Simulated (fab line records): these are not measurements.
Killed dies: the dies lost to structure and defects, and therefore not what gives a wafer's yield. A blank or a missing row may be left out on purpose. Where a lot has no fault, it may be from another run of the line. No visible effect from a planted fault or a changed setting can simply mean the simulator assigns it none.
Matching of chambers + flow n5-finfet + N5_BEOL_M15_ETCH_61 on rie-diel-02: 4 sister chambers
The step etches BARC in N2/H2, target depth 89 nm, overetch 26.7 nm, time 67.9 s. 4 wafers are shown with their chamber, then 7 later ones without.

EACH WAFER AND ITS CHAMBER
| wafer  | chamber | drypump-motor-current-A (A) |
|--------|---------|-----------------------------|
| L832.6 | 1       | 5.89                        |
| L833.5 | 0       | 6.11                        |
| L836.1 | 3       | 5.59                        |
| L836.3 | 2       | 5.31                        |

WAFERS WHOSE CHAMBER IS MISSING
| wafer  | drypump-motor-current-A (A) |
|--------|-----------------------------|
| L836.4 | 6.11                        |
| L839.2 | 6.09                        |
| L839.4 | 5.61                        |
| L839.5 | 5.91                        |
| L842.1 | 5.60                        |
| L842.3 | 6.08                        |
| L842.4 | 5.88                        |

CHAMBER TAKEN BY EACH
| wafer  | from the rows above | in truth |
|--------|---------------------|----------|
| L836.4 | 0                   | 0        |
| L839.2 | 0                   | 0        |
| L839.4 | 3                   | 3        |
| L839.5 | 1                   | 1        |
| L842.1 | 3                   | 3        |
| L842.3 | 0                   | 0        |
| L842.4 | 1                   | 1        |
Correctly placed: 7 of 7. From these rows, 0 cannot be placed. Number placed wrongly: 0.
How it was worked out, from the rows above alone: a wafer's distance from a chamber is the root of the sum, over the readings, of the square of ((its reading less the chamber's mean) divided by the reading's scatter). The wafer belongs to the nearest chamber; if the next one is less than 2 further off, it can't be placed. For every chamber, the mean is computed from those of its wafers that are shown. The scatter (one wafer shown for each chamber): square how far every hidden wafer sits from the nearest shown wafer, average those squares and take the square root.
